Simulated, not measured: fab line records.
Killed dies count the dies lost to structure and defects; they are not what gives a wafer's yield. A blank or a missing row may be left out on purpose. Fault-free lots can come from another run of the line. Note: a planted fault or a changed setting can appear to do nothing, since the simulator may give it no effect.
What tool caused it? -- flow n5Finfet -- Sampling: 9 lots, 26 wafers, 5 of 1938 route steps

WHAT THE GAUGES READ, wafer by wafer
N5_BEOL_M0_SAQP_OVL_MEAS_15. Usual: M0_CORE_OVL 0.3 nm, standard deviation 0.82.
lot,measured,on,M0_CORE_OVL (nm),flag
L892,day 6 06:13,overlay-01,-0.1 0.5 -0.3,
L897,day 7 18:56,overlay-01,1.3 2.5 1.4,
L899,day 8 04:42,overlay-02,-0.1 0.2 0.7,
L903,day 9 05:06,overlay-01,1.1 0.1,
L904,day 9 09:04,overlay-02,-0.2 -0.3 0.3,
L907,day 10 02:23,overlay-01,0.4 1.6 0.9,
L910,day 10 19:11,overlay-01,-0.6 -0.9 -1.0,
L911,day 11 05:50,overlay-01,0.7 -0.8 0.1,
L912,day 11 09:07,overlay-02,1.3 1.4 1.0,

N5_BEOL_M4_RC_MEAS_101. Usual: DIBL_N 35.8 mV/V, standard deviation 1.7; DIBL_P 35.3 mV/V, standard deviation 2; IOFF_N 0.150 nA/um, standard deviation 0.026; IOFF_P 0.194 nA/um, standard deviation 0.029; ION_N 667 uA/um, standard deviation 11; ION_P 456 uA/um, standard deviation 7.1; SS_N 71.4 mV/dec, standard deviation 0.65; SS_P 73.1 mV/dec, standard deviation 0.64; VT_N 251 mV, standard deviation 3; VT_P -252 mV, standard deviation 3.2.
lot,measured,on,DIBL_N (mV/V),DIBL_P (mV/V),IOFF_N (nA/um),IOFF_P (nA/um),ION_N (uA/um),ION_P (uA/um),SS_N (mV/dec),SS_P (mV/dec),VT_N (mV),VT_P (mV),flag
L892,day 10 23:08,prober-02,36.3 35.5 35.1,39.2 38.0 37.0,0.181 0.148 0.158,0.208 0.189 0.186,679 659 675,459 453 458,71.7 72.0 71.8,73.6 73.9 72.7,248 249 252,-252 -253 -253,
L897,day 12 09:15,prober-01,36.8 36.0 36.3,35.8 34.6 36.0,0.160 0.148 0.154,0.220 0.216 0.232,670 672 666,466 463 463,71.6 71.1 71.7,73.3 73.3 73.3,251 250 250,-246 -245 -246,
L899,day 12 12:49,prober-02,33.9 35.7 36.5,32.9 34.6 34.1,0.124 0.149 0.156,0.169 0.199 0.182,660 673 665,451 465 450,71.0 70.5 70.8,72.6 72.7 72.6,254 252 251,-252 -251 -254,
L903,day 14 05:59,prober-01,36.9 37.8,34.6 34.8,0.161 0.171,0.204 0.199,677 688,466 464,71.9 72.1,73.9 73.1,249 248,-251 -250,
L904,day 14 01:52,prober-02,36.2 37.0 35.2,37.5 36.5 35.8,0.165 0.162 0.137,0.234 0.206 0.201,667 678 659,458 464 459,71.4 71.6 71.2,74.2 73.9 73.3,244 249 250,-247 -249 -250,
L907,day 14 15:12,prober-02,36.4 35.6 38.0,34.8 34.5 37.2,0.156 0.137 0.190,0.168 0.160 0.194,648 665 679,436 450 455,72.4 71.5 72.3,73.4 73.4 74.3,254 251 248,-253 -254 -253,
L910,day 15 08:19,prober-01,34.3 36.6 34.5,34.8 37.6 35.9,0.117 0.153 0.129,0.170 0.217 0.184,668 666 674,463 458 463,70.9 71.9 71.3,73.4 73.2 73.1,255 253 252,-253 -251 -253,
L911,day 15 11:44,prober-02,37.6 36.5 36.8,35.2 35.3 36.0,0.177 0.159 0.167,0.217 0.212 0.225,680 669 679,463 461 464,71.3 70.4 71.2,73.9 72.7 73.7,248 250 250,-248 -250 -252,
L912,day 15 13:35,prober-02,36.4 32.1 38.1,37.8 30.6 38.0,0.167 0.103 0.195,0.192 0.114 0.186,676 649 674,457 443 452,71.4 70.6 72.7,73.8 71.6 73.5,247 255 247,-252 -260 -255,

WHICH TOOL RAN EACH LOT (tool, then ch and the chambers of the sampled wafers, then the start)
lot,N5_BEOL_M0_SAQP_MANDREL_ETCH_20,N5_BEOL_M0_SAQP_SPACER1_ETCHBACK_99,N5_BEOL_M0_SAQP_ETCH_101
L892,"rieSi-06 ch 1,3, day 6 06:42","rieDiel-05 ch 1,2, day 6 08:00","rieDiel-06 ch 0,3, day 6 08:14"
L897,"rieSi-06 ch 0,1,2, day 7 19:16","rieDiel-05 ch 0,1,2, day 7 20:22","rieDiel-06 ch 2,3, day 7 20:36"
L899,"rieSi-06 ch 0,1,3, day 8 05:29","rieDiel-05 ch 0,3, day 8 06:41","rieDiel-05 ch 0,2, day 8 06:55"
L903,"rieSi-06 ch 0,3, day 9 05:27","rieDiel-06 ch 0, day 9 06:43","rieDiel-06 ch 0,1, day 9 06:57"
L904,"rieSi-06 ch 2,3, day 9 09:28","rieDiel-05 ch 1,2,3, day 9 10:54","rieDiel-02 ch 1,2,3, day 9 11:08"
L907,"rieSi-03 ch 0,1,3, day 10 02:43","rieDiel-02 ch 1,2,3, day 10 04:17","rieDiel-02 ch 1,2,3, day 10 04:47"
L910,"rieSi-02 ch 1,2,3, day 10 19:46","rieDiel-06 ch 1,2, day 10 22:37","rieDiel-06 ch 0,1,2, day 10 22:53"
L911,"rieSi-02 ch 0,1, day 11 06:10","rieDiel-02 ch 0,2, day 11 07:32","rieDiel-06 ch 0,1,2, day 11 08:03"
L912,"rieSi-02 ch 1,3, day 11 09:29","rieDiel-02 ch 0,2,3, day 11 10:41","rieDiel-06 ch 1,2,3, day 11 10:55"
- N5_BEOL_M0_SAQP_MANDREL_ETCH_20: etches a-Si in HBr/Cl2, stops on SiNx, target depth 60 nm, bt time 10 s, time 30 s.
- N5_BEOL_M0_SAQP_SPACER1_ETCHBACK_99: etches SiO2 in CHF3/O2, target depth 15.4 nm, time 7.7 s.
- N5_BEOL_M0_SAQP_ETCH_101: etches SiNx in CH3F/O2, target depth 29.9 nm, time 42.7 s.

AS READ BY THE TOOLS THEMSELVES (means over the sampled wafers that have a number; for cases with no such wafer, the mark the record gives instead)
N5_BEOL_M0_SAQP_MANDREL_ETCH_20. Usual: drypumpMotorCurrentA 5.7 A, standard deviation 0.38; oesProductAu 0.775 a.u., standard deviation 0.0097; throttleValvePct 35.5 %, standard deviation 0.32.
lot,tool,drypumpMotorCurrentA (A),oesProductAu (a.u.),throttleValvePct (%),flag
L892,rieSi-06,6.1,0.761,35.8,
L897,rieSi-06,5.6,0.772,35.6,
L899,rieSi-06,5.8,0.773,35.9,
L903,rieSi-06,5.8,0.768,35.8,
L904,rieSi-06,5.9,0.765,35.2,
L907,rieSi-03,5.3,0.779,35.5,
L910,rieSi-02,5.8,0.777,35.4,
L911,rieSi-02,5.6,0.788,35.3,
L912,rieSi-02,5.5,0.775,35.4,

N5_BEOL_M0_SAQP_SPACER1_ETCHBACK_99. Usual: CHF3_flow_sccm 49.98 sccm, standard deviation 0.15; O2_flow_sccm 5.000 sccm, standard deviation 0.014; drypumpMotorCurrentA 5.8 A, standard deviation 0.46; oesProductAu 0.78 a.u., standard deviation 0.085; rfVppV 528 V, standard deviation 7.5; showerheadPlenumPTorr 2.41 Torr, standard deviation 0.088; throttleValvePct 19.01 %, standard deviation 0.25.
lot,tool,CHF3_flow_sccm (sccm),O2_flow_sccm (sccm),drypumpMotorCurrentA (A),oesProductAu (a.u.),rfVppV (V),showerheadPlenumPTorr (Torr),throttleValvePct (%),flag
L892,rieDiel-05,49.85,5.015,5.7,0.72,524,2.50,19.07,
L897,rieDiel-05,50.06,4.998,5.8,0.72,522,2.46,19.15,
L899,rieDiel-05,49.97,5.006,5.4,0.71,526,2.38,18.79,
L903,rieDiel-06,50.05,4.974,5.2,0.78,520,2.22,19.11,
L904,rieDiel-05,49.98,5.000,5.6,0.71,525,2.46,18.98,
L907,rieDiel-02,49.93,4.995,5.7,0.85,536,2.44,18.95,
L910,rieDiel-06,50.09,4.996,6.2,0.84,528,2.42,19.08,
L911,rieDiel-02,50.00,5.008,5.6,0.84,534,2.38,18.77,
L912,rieDiel-02,49.89,5.010,5.6,0.87,530,2.42,18.83,

N5_BEOL_M0_SAQP_ETCH_101. Usual: O2_flow_sccm 20.00 sccm, standard deviation 0.056; drypumpMotorCurrentA 5.8 A, standard deviation 0.49; oesProductAu 0.80 a.u., standard deviation 0.093; rfVppV 300 V, standard deviation 4.7; showerheadPlenumPTorr 2.00 Torr, standard deviation 0.081; throttleValvePct 16.46 %, standard deviation 0.22.
lot,tool,O2_flow_sccm (sccm),drypumpMotorCurrentA (A),oesProductAu (a.u.),rfVppV (V),showerheadPlenumPTorr (Torr),throttleValvePct (%),flag
L892,rieDiel-06,20.02,5.5,0.77,299,1.87,16.58,
L897,rieDiel-06,20.08,6.1,0.87,303,2.00,16.46,
L899,rieDiel-05,20.03,5.9,0.72,296,2.01,16.70,
L903,rieDiel-06,19.98,5.8,0.77,295,1.92,16.64,
L904,rieDiel-02,20.02,5.7,0.87,304,2.03,16.35,
L907,rieDiel-02,20.04,5.7,0.86,304,2.02,16.37,
L910,rieDiel-06,20.00,6.0,0.80,298,1.95,16.58,
L911,rieDiel-06,20.01,6.0,0.79,298,1.95,16.59,
L912,rieDiel-06,20.00,6.2,0.76,302,1.97,16.62,

THE ANSWER, worked out from the rows above alone
Rule: lot off if the mean of its wafers having a number is beyond 3 standard deviations from the usual mean. A lot without any number at a reading at which 4 lots or more have one is off too. The other lots that the step has rows for count as sound. The gauges are gone through in route order, then the tools' own readings, and for those a lot's mean is taken as printed above. At the first step where some lot is off, the reading lying furthest off is the one used; lots without a number count as furthest.
No lot is off on any of the readings shown, so nothing can be concluded from this.

WHAT HAD BEEN PUT IN BY THE SIMULATOR
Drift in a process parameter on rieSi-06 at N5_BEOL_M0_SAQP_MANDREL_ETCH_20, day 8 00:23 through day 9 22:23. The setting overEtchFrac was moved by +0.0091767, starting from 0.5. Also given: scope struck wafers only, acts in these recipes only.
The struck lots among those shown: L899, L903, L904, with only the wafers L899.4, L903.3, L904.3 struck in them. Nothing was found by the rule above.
